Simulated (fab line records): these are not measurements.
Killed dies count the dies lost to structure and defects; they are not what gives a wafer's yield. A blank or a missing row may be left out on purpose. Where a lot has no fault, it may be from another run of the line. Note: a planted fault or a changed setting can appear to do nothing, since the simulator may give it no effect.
A single fault, viewed from 3 desks || flow nand-harc || each desk holds nothing but its own numbers, with what lay behind them at the end

DESK OF THE TOOL OWNER: pvd-sputter-01
The tool's own readings at NHARC_P_M1_PVD_21 (deposits Cu, target thk 30 nm, time 20.49 s): means of the sampled wafers that have a number, for each lot that ran on this tool. The brackets show how far a lot's mean lies from the usual mean; more than 4 standard deviations puts the lot out of limits, marked OUT.
Columns: A = throttle-valve-pct at NHARC_P_M1_PVD_21, usual 30.0 %
{"lot": "L907", "first seen here": "day 6 11:54", "A": 29.8}
{"lot": "L923", "first seen here": "day 10 13:41", "A": 29.3}
This desk's verdict: no lot among the 2 shows anything out of limits.

FROM THE METROLOGY DESK
Lot by lot, what the gauges showed, no matter which tool ran the lot: averages of those sampled wafers that carry a number. The brackets show how far a lot's mean lies from the usual mean; more than 4 standard deviations puts the lot out of limits, marked OUT.
Columns: A = overlay-x-nm at NHARC_P_M1_OVL_MEAS_10, usual -0.3 nm; B = overlay-y-nm at NHARC_P_M1_OVL_MEAS_10, usual 0.1 nm; C = cd-nm at NHARC_P_M1_CD_MEAS_16, usual 130.2 nm
{"lot": "L907", "first seen here": "day 6 10:32", "A": -2.1, "B": -0.4, "C": 129.8}
{"lot": "L911", "first seen here": "day 7 13:04", "A": 0.5, "B": 1.0, "C": 129.8}
{"lot": "L913", "first seen here": "day 8 00:25", "A": -0.5, "B": 0.2, "C": 130.4}
{"lot": "L915", "first seen here": "day 8 03:04", "A": -0.9, "B": -0.2, "C": 130.4}
{"lot": "L923", "first seen here": "day 10 12:15", "A": 0.2, "B": 1.2, "C": 130.6}
This desk's verdict: no lot among the 5 shows anything out of limits.

THE DEFECT DESK
Counts from the inspections along the route, per lot, as means over the sampled wafers that have a number. The brackets show how far a lot's mean lies from the usual mean; more than 4 standard deviations puts the lot out of limits, marked OUT.
Columns: A = raw-defect-count at NHARC_P_M1_INSPECT_11, usual 4.2; B = raw-defect-count at NHARC_P_M1_INSPECT_27, usual 324
{"lot": "L907", "first seen here": "day 6 10:35", "A": 4.0, "B": 298}
{"lot": "L911", "first seen here": "day 7 13:07", "A": 3.0, "B": 284}
{"lot": "L913", "first seen here": "day 8 00:28", "A": 3.3, "B": 343}
{"lot": "L915", "first seen here": "day 8 03:06", "A": 4.3, "B": 368}
{"lot": "L923", "first seen here": "day 10 12:17", "A": 2.5, "B": 294}
This desk's verdict: no lot among the 5 shows anything out of limits.

BROUGHT TOGETHER
The tool owner's desk saw nothing out of limits.
The metrology desk saw nothing out of limits.
The defect desk saw nothing out of limits.

WHAT THE SIMULATOR PUT IN
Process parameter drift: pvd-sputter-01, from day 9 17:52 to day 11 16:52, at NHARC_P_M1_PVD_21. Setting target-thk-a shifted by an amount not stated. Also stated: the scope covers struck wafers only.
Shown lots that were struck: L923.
